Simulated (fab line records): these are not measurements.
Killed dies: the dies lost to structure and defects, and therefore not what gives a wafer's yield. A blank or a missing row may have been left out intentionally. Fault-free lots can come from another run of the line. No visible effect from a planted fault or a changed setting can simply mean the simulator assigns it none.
fab line records	flow nand-harc
record: lots: 6	wafers: 18	last-day: 34
route steps=1302 shown A_CHANNEL_HOLE_D1@456
lots with no fault: from the same line, run without faults
start-h: hours from the record's first day to the start of the lot's first wafer shown	wait-h: hours from the lot's prior step to this one	" identical to the entry in the row above	L1.1+2: one row covering several wafers at once	- no value present, or no start provided	* or withheld: withheld	< > ~ a bound
route shown NAME@n: names a module that has steps shown in the file, with the first one's number in the route	usual: mean/standard deviation of fault-free wafers	same: alike in all rows	chamber/n: place in a boat	sites: per-site readings	_std_site: the values' standard deviation	_edge_site: outer sites' mean less inner sites'	radius-mm: how far each site lies from the wafer's centre	mask NAME#n: copy n	behind: the tool/chamber that last shaped the wafer	hold: what put the lot on hold/how long, in hours/how the hold closed	device: transistor that didn't switch, given as n, p or np	end of line: tests run on the same wafers once the route is complete	a step given without rows: its recipe and nothing more	killed: dies lost to structure and defects at the first sort, not the wafer's yield	map: a wafer's dies, x killed, . not, _ none there
set.NAME: setting as actually run; set.NAME@STEP: the setting as run at that earlier step	model.NAME: the simulator's own value behind a step, which no gauge read
lots seen at some steps along the route; tables by step, rows by wafer
services: a tool's chamber out of use, with start hour (start-h, from the record's first day; less than 0 if before it), hours out, and reason
== steps ==
step: NHARC_A_CHANNEL_HOLE_D1_COAT_04
recipe: spin-rpm: 1500	resist-thk-nm: 90
step: NHARC_A_CHANNEL_HOLE_D1_SOFTBAKE_05
recipe: temp-c: 105	time-s: 55
step: NHARC_A_CHANNEL_HOLE_D1_EBR_06
step: NHARC_A_CHANNEL_HOLE_D1_EXPOSE_07
recipe: na: 1.35	target-cd-nm: 100	sigma-outer: 0.3	dose-mj: 59.65	mask-id: HOLE_D1
step: NHARC_A_CHANNEL_HOLE_D1_PEB_08
recipe: peb-temp-c: 100	peb-time-s: 65
step: NHARC_A_CHANNEL_HOLE_D1_DEVELOP_09
recipe: develop-time-s: 35	dev-temp-c: 23
step: NHARC_A_CHANNEL_HOLE_D1_CD_MEAS_10
recipe: target-cd-nm: 100	landing-energy-ev: 500
usual: cd-nm: 100.2/0.52
lot.wafer	tool	chamber	start-h	wait-h	cd-nm
L999.1	cd-sem-03	0	235.69	-	100.3
L999.2	"	0	"	"	100.3
L999.3	"	0	"	"	99.8
L101.2	cd-sem-02	0	254.43	-	100.1
L101.3	"	0	"	"	100.1
L101.6	"	0	"	"	100.1
L110.1	cd-sem-01	0	335.64	-	100.3
L110.4	"	0	"	"	99.8
L110.6	"	0	"	"	99.8
L111.2	cd-sem-01	0	352.23	-	99.3
L111.3	"	0	"	"	100.2
L111.5	"	0	"	"	100.3
L116.1	cd-sem-01	0	394.67	-	99.8
L116.2	"	0	"	"	99.1
L116.5	"	0	"	"	99.3
L117.1	cd-sem-03	0	407.30	-	100.2
L117.5	"	0	"	"	100.3
L117.6	"	0	"	"	101.0
step: NHARC_A_CHANNEL_HOLE_D1_OVL_MEAS_11
usual: overlay-x-nm: 0.2/1	overlay-y-nm: 0.0/0.85
lot.wafer	tool	chamber	start-h	wait-h	overlay-x-nm	overlay-y-nm
L999.1	overlay-02	-	235.78	-	-0.7	-0.5
L999.2	"	-	"	"	0.3	-0.5
L999.3	"	-	"	"	-0.1	0.3
L101.2	overlay-01	-	254.53	-	0.3	0.4
L101.3	"	-	"	"	0.4	-0.3
L101.6	"	-	"	"	-0.1	0.2
L110.1	overlay-01	-	335.72	-	-0.6	0.6
L110.4	"	-	"	"	-0.6	0.9
L110.6	"	-	"	"	-0.8	1.4
L111.2	overlay-01	-	352.32	-	1.4	-0.5
L111.3	"	-	"	"	1.5	-0.2
L111.5	"	-	"	"	1.2	0.3
L116.1	overlay-01	-	394.75	-	-1.4	1.1
L116.2	"	-	"	"	-0.8	1.1
L116.5	"	-	"	"	-1.4	0.7
L117.1	overlay-01	-	407.39	-	0.3	0.3
L117.5	"	-	"	"	0.4	0.5
L117.6	"	-	"	"	0.1	0.3
step: NHARC_A_CHANNEL_HOLE_D1_INSPECT_12
usual: raw-defect-count: 6/3.1
lot.wafer	tool	chamber	start-h	wait-h	raw-defect-count
L999.1	defect-inspect-01	-	235.82	0.0	4
L999.2	"	-	"	"	6
L999.3	"	-	"	"	4
L101.2	defect-inspect-01	-	254.57	0.0	6
L101.3	"	-	"	"	5
L101.6	"	-	"	"	2
L110.1	defect-inspect-01	-	335.76	0.0	4
L110.4	"	-	"	"	2
L110.6	"	-	"	"	5
L111.2	defect-inspect-02	-	352.35	0.0	1
L111.3	"	-	"	"	10
L111.5	"	-	"	"	4
L116.1	defect-inspect-01	-	394.79	0.0	9
L116.2	"	-	"	"	6
L116.5	"	-	"	"	4
L117.1	defect-inspect-02	-	407.43	0.0	2
L117.5	"	-	"	"	5
L117.6	"	-	"	"	2
step: NHARC_A_CHANNEL_HOLE_D1_DESCUM_15
recipe: time-s: 3	o2-flow-sccm: 200	ar-flow-sccm: 0	bias-power-w: 0	chemistry: O2
usual: drypump-motor-current-A: 5.5/0.38	oes-product-au: 0.997/0.0087	rf-vpp-V: 57.7/0.83	showerhead-plenum-p-Torr: 1.88/0.09	throttle-valve-pct: 11.312/0.009
lot.wafer	tool	chamber	start-h	wait-h	drypump-motor-current-A	oes-product-au	rf-hours-counter-h	rf-vpp-V	showerhead-plenum-p-Torr	throttle-valve-pct
L999.3	rie-diel-08	3	235.88	0.1	6.0	1.002	3	58.9	1.97	11.316
L999.2	"	1	"	"	4.9	0.987	3	57.5	1.81	11.318
L999.1	"	2	"	"	5.5	1.005	3	56.6	1.78	11.311
L101.3	rie-diel-08	2	254.64	0.1	5.5	1.009	5	56.8	1.78	11.309
L101.2	"	3	"	"	6.0	0.983	5	59.0	1.97	11.310
L101.6	"	0	"	"	5.1	1.006	-	57.6	1.98	11.296
L110.4	rie-diel-08	2	335.82	0.1	5.6	1.000	11	57.6	1.78	11.320
L110.1	"	3	"	"	6.0	0.985	12	59.5	1.97	11.305
L110.6	"	2	"	"	5.6	1.007	-	56.8	1.78	11.294
L111.2	rie-diel-08	0	352.41	0.1	5.2	1.003	14	57.0	1.98	11.318
L111.3	"	2	"	"	5.6	1.006	13	57.1	1.78	11.293
L111.5	"	1	"	"	4.9	0.988	-	57.1	1.81	11.320
L116.2	rie-diel-09	1	394.86	0.1	5.4	0.989	28	57.6	1.97	11.324
L116.1	"	2	"	"	5.8	0.984	24	57.3	1.96	11.311
L116.5	"	1	"	"	5.4	0.996	-	58.2	1.97	11.321
L117.1	rie-diel-08	3	407.50	0.1	6.0	0.998	2	57.0	1.97	11.311
L117.6	"	2	"	"	5.6	0.997	-	57.0	1.78	11.314
L117.5	"	3	"	"	6.0	0.989	-	57.9	1.97	11.306
step: NHARC_A_CHANNEL_HOLE_D1_ETCH_38
recipe: target-depth-a: 390	over-etch-frac: 0.3	time-s: 65	ion-energy-ev: 80	cf4-flow-sccm: 150	ar-flow-sccm: 0	rf-w: 300	bias-w: 100	chemistry: CF4
usual: cf4-flow-sccm: 150.0/0.49	drypump-motor-current-A: 5.5/0.38	oes-product-au: 0.997/0.0094	rf-vpp-V: 151.1/1.2	run-length-s: 86.5/0.36	showerhead-plenum-p-Torr: 1.74/0.077	throttle-valve-pct: 13.284/0.0093
lot.wafer	tool	chamber	start-h	wait-h	cf4-flow-sccm	drypump-motor-current-A	oes-product-au	rf-hours-counter-h	rf-vpp-V	run-length-s	showerhead-plenum-p-Torr	throttle-valve-pct
L999.1	rie-diel-08	3	235.96	0.1	151.0	6.0	0.982	3	150.8	86.4	1.82	13.290
L999.3	"	0	"	"	149.6	5.1	1.009	3	151.6	86.1	1.83	13.286
L999.2	"	1	"	"	149.9	4.9	0.991	3	150.1	86.5	1.68	13.283
L101.2	rie-diel-08	0	254.72	0.1	149.1	5.1	1.015	5	152.3	86.0	1.83	13.290
L101.3	"	1	"	"	149.1	4.9	1.000	5	150.9	86.8	1.68	13.309
L101.6	"	2	"	"	150.7	5.5	1.007	-	150.0	86.7	1.65	13.276
L110.1	rie-diel-08	1	335.92	0.1	149.8	4.9	0.985	11	150.6	86.6	1.68	13.288
L110.4	"	2	"	"	150.6	5.6	1.008	11	147.9	87.1	1.65	13.300
L110.6	"	0	"	"	149.7	5.2	1.013	-	151.9	86.0	1.83	13.277
L111.2	rie-diel-08	1	352.50	0.1	150.9	4.9	0.990	13	150.0	86.7	1.68	13.285
L111.3	"	3	"	"	150.1	6.0	0.995	14	152.3	86.5	1.81	13.280
L111.5	"	1	"	"	150.7	4.9	1.002	-	150.3	86.4	1.68	13.285
L116.2	rie-diel-09	0	394.94	0.1	150.0	5.3	0.995	29	150.2	86.8	1.64	13.289
L116.1	"	1	"	"	149.7	5.4	0.989	28	152.5	86.7	1.82	13.281
L116.5	"	1	"	"	149.5	5.4	0.975	-	151.2	86.9	1.82	13.287
L117.1	rie-diel-08	2	407.58	0.1	149.9	5.5	1.010	2	149.9	86.5	1.65	13.275
L117.6	"	0	"	"	149.3	5.1	0.989	-	152.7	85.8	1.83	13.270
L117.5	"	1	"	"	151.0	4.9	0.993	-	150.9	86.7	1.68	13.288
step: NHARC_A_CHANNEL_HOLE_D1_ETCH_39
recipe: target-depth-a: 2600	over-etch-frac: 0.3	time-s: 325	ion-energy-ev: 200	n2-flow-sccm: 150	h2-flow-sccm: 150	ar-flow-sccm: 0	rf-w: 400	bias-w: 150	chemistry: N2/H2
usual: drypump-motor-current-A: 5.5/0.39	oes-product-au: 0.997/0.0097	rf-vpp-V: 429.5/2.9	run-length-s: 346.5/0.39	showerhead-plenum-p-Torr: 2.00/0.1	throttle-valve-pct: 14.171/0.0092
lot.wafer	tool	chamber	start-h	wait-h	drypump-motor-current-A	oes-product-au	rf-hours-counter-h	rf-vpp-V	run-length-s	showerhead-plenum-p-Torr	throttle-valve-pct
L999.2	rie-diel-08	0	-	-	5.2	1.005	3	431.8	346.2	2.12	14.176
L999.3	"	2	"	"	5.5	1.005	3	426.3	346.7	1.90	14.162
L999.1	"	3	"	"	6.0	0.997	3	432.8	346.4	2.10	14.187
L101.2	rie-diel-08	2	-	-	5.5	1.006	5	426.2	347.1	1.89	14.177
L101.3	"	0	"	"	5.1	1.001	5	430.2	345.7	2.12	14.173
L101.6	"	2	"	"	5.5	1.009	-	426.3	346.5	1.89	14.152
L110.1	rie-diel-08	3	-	-	6.0	0.978	12	432.2	346.2	2.10	14.186
L110.4	"	2	"	"	5.5	0.994	11	426.3	346.9	1.89	14.163
L110.6	"	3	"	"	6.0	0.995	-	432.8	346.5	2.10	14.169
L111.2	rie-diel-08	3	-	-	6.1	0.985	14	434.3	346.6	2.10	14.169
L111.3	"	2	"	"	5.5	1.001	13	424.8	347.2	1.89	14.164
L111.5	"	0	"	"	5.2	0.997	-	433.3	345.7	2.11	14.181
L116.1	rie-diel-09	0	-	-	5.3	1.003	29	425.7	346.9	1.88	14.171
L116.2	"	1	"	"	5.4	0.998	28	432.9	346.7	2.10	14.186
L116.5	"	0	"	"	5.3	0.981	-	426.5	346.3	1.88	14.166
L117.1	rie-diel-08	3	-	-	6.0	1.002	2	431.9	346.8	2.10	14.156
L117.6	"	2	"	"	5.5	1.007	-	427.5	347.2	1.89	14.166
L117.5	"	3	"	"	6.0	0.985	-	432.0	347.0	2.10	14.180
step: NHARC_A_CHANNEL_HOLE_D1_ETCH_34
recipe: target-depth-a: 1540	time-s: 77	cf4-flow-sccm: 100	chf3-flow-sccm: 30	ar-flow-sccm: 0	rf-w: 500	bias-w: 200	chemistry: CF4/CHF3
usual: cf4-flow-sccm: 100.0/0.3	drypump-motor-current-A: 5.4/0.39	oes-product-au: 0.951/0.023	rf-vpp-V: 369.8/2.5	run-length-s: 98.4/0.38	showerhead-plenum-p-Torr: 1.55/0.07	throttle-valve-pct: 16.804/0.0091
lot.wafer	tool	chamber	start-h	wait-h	cf4-flow-sccm	drypump-motor-current-A	oes-product-au	rf-hours-counter-h	rf-vpp-V	run-length-s	showerhead-plenum-p-Torr	throttle-valve-pct
L999.2	rie-diel-08	3	236.31	-	100.7	6.0	0.945	3	370.6	98.1	1.62	16.802
L999.1	"	1	"	"	100.1	4.9	0.959	3	368.0	98.5	1.50	16.822
L999.3	"	2	"	"	99.9	5.5	0.977	3	366.1	98.6	1.47	16.820
L101.3	rie-diel-08	0	255.05	-	100.2	5.1	0.935	5	372.1	98.2	1.63	16.821
L101.2	"	3	"	"	99.8	6.0	0.915	5	371.2	98.1	1.62	16.807
L101.6	"	0	"	"	100.1	5.2	0.923	-	374.4	97.7	1.63	16.801
L110.1	rie-diel-08	2	336.25	-	99.7	5.5	0.921	11	366.2	98.9	1.47	16.810
L110.4	"	3	"	"	100.2	6.0	0.912	12	371.4	98.1	1.62	16.814
L110.6	"	2	"	"	99.7	5.5	0.931	-	367.1	91.3	1.47	16.813
L111.3	rie-diel-08	1	352.84	-	99.9	4.9	0.948	13	367.6	91.4	1.49	16.814
L111.2	"	0	"	"	100.3	5.2	0.962	14	371.5	98.3	1.63	16.807
L111.5	"	2	"	"	100.0	5.5	0.987	-	366.2	98.9	1.47	16.807
L116.2	rie-diel-09	3	395.28	-	99.6	5.3	0.983	25	368.0	98.9	1.47	16.803
L116.1	"	0	"	"	100.0	5.3	0.971	29	367.5	98.6	1.46	16.804
L116.5	"	3	"	"	99.6	5.3	0.973	-	367.3	98.8	1.47	16.802
L117.1	rie-diel-08	1	407.92	-	100.2	4.9	0.985	2	369.3	98.5	1.49	16.798
L117.5	"	0	"	"	100.2	5.1	0.980	-	372.0	97.8	1.63	16.796
L117.6	"	1	"	"	99.7	4.9	0.979	-	367.8	98.8	1.49	16.812
step: NHARC_A_CHANNEL_HOLE_D1_ETCH_16
recipe: target-depth-a: 31000	over-etch-frac: 0.3	time-s: 806	ion-energy-ev: 150	o2-flow-sccm: 400	cos-flow-sccm: 20	ar-flow-sccm: 0	rf-w: 500	bias-w: 300	chemistry: O2/COS
usual: drypump-motor-current-A: 5.5/0.39	oes-product-au: 0.997/0.009	rf-vpp-V: 313.4/2.1	run-length-s: 827.5/0.37	showerhead-plenum-p-Torr: 3.08/0.14	throttle-valve-pct: 28.331/0.0089
lot.wafer	tool	chamber	start-h	wait-h	drypump-motor-current-A	oes-product-au	rf-hours-counter-h	rf-vpp-V	run-length-s	showerhead-plenum-p-Torr	throttle-valve-pct
L999.1	rie-diel-08	2	-	-	5.5	1.012	3	311.5	827.7	2.92	28.325
L999.3	"	3	"	"	6.0	1.003	3	315.1	827.3	3.21	28.338
L999.2	"	1	"	"	4.9	0.992	3	314.3	827.6	2.97	28.337
L101.3	rie-diel-08	3	-	-	6.0	0.991	5	316.5	827.1	3.21	28.324
L101.2	"	2	"	"	5.5	1.005	5	312.2	827.4	2.92	28.324
L101.6	"	0	"	"	5.2	0.995	-	315.8	827.4	3.23	28.338
L110.1	rie-diel-08	2	-	-	5.5	1.001	11	309.9	827.6	2.91	28.340
L110.4	"	1	"	"	4.9	0.994	12	312.2	827.6	2.96	28.348
L110.6	"	2	"	"	5.5	0.993	-	311.1	827.9	2.91	28.321
L111.3	rie-diel-08	2	-	-	5.6	0.984	13	312.0	827.5	2.91	28.320
L111.2	"	3	"	"	6.0	0.987	14	316.6	827.6	3.20	28.334
L111.5	"	3	"	"	6.0	0.993	-	314.4	827.4	3.21	28.332
L116.1	rie-diel-09	0	-	-	5.3	0.998	29	311.7	827.3	2.89	28.322
L116.2	"	1	"	"	5.5	1.006	28	313.4	827.6	3.21	28.327
L116.5	"	3	"	"	5.4	0.997	-	310.3	827.6	2.92	28.322
L117.1	rie-diel-08	0	-	-	5.1	1.005	2	316.4	826.7	3.22	28.318
L117.6	"	0	"	"	5.2	1.001	-	315.4	827.5	3.22	28.337
L117.5	"	1	"	"	4.9	0.996	-	312.1	827.6	2.96	28.316
== services ==
tool	chamber	start-h	hours	kind
rie-diel-08	0	224.36	-	clean
rie-diel-08	1	224.36	-	clean
rie-diel-08	2	224.36	-	clean
rie-diel-08	3	224.36	-	clean
rie-diel-09	2	247.08	1.7	repair
rie-diel-08	0	248.86	-	clean
rie-diel-08	1	248.86	-	clean
rie-diel-08	2	248.86	-	clean
rie-diel-08	3	248.86	-	clean
rie-diel-08	0	273.36	-	clean
rie-diel-08	1	273.36	-	clean
rie-diel-08	2	273.36	-	clean
rie-diel-08	3	273.36	-	clean
rie-diel-08	0	298.00	-	clean
rie-diel-08	1	298.00	-	clean
rie-diel-08	2	298.00	-	clean
rie-diel-08	3	298.00	-	clean
rie-diel-09	-	320.62	9.0	pm
rie-diel-08	0	322.50	-	clean
rie-diel-08	1	322.50	-	clean
rie-diel-08	2	322.50	-	clean
rie-diel-08	3	322.50	-	clean
rie-diel-08	-	367.86	9.0	pm
rie-diel-08	2	398.06	5.3	repair
== key ==
first-sign: step: NHARC_A_CHANNEL_HOLE_D1_ETCH_34	reading: run-length-s	direction: down	sigmas: 18	usual: *	struck: *
effect none on later readings
met-at NHARC_A_CHANNEL_HOLE_D1_ETCH_34
struck-wafers L110.6,L111.3
sort-left-out L110.6,L111.3
tester-left-out L110,L111
onset-between 255.05 336.25
fault: kind: process-parameter-drift	tool: rie-diel-08	chamber: -	onset-h: 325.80	steps: NHARC_A_CHANNEL_HOLE_D1_ETCH_34	channel: time-s	offset: *	shape: step	end-h: 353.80	scope: struck-wafers-only	acts-in: *	stated: *
tester-left-out: of these lots the tester's yield and bins aren't shown, on N5 and GAA mostly nor the transistor test; their killed dies are dies lost to structure and defects alone, not to doping, threshold or leakage, so they don't give the yield
sort-left-out: the simulated sort isn't trusted on such a fault, so these wafers' sort isn't shown, and their yield isn't known
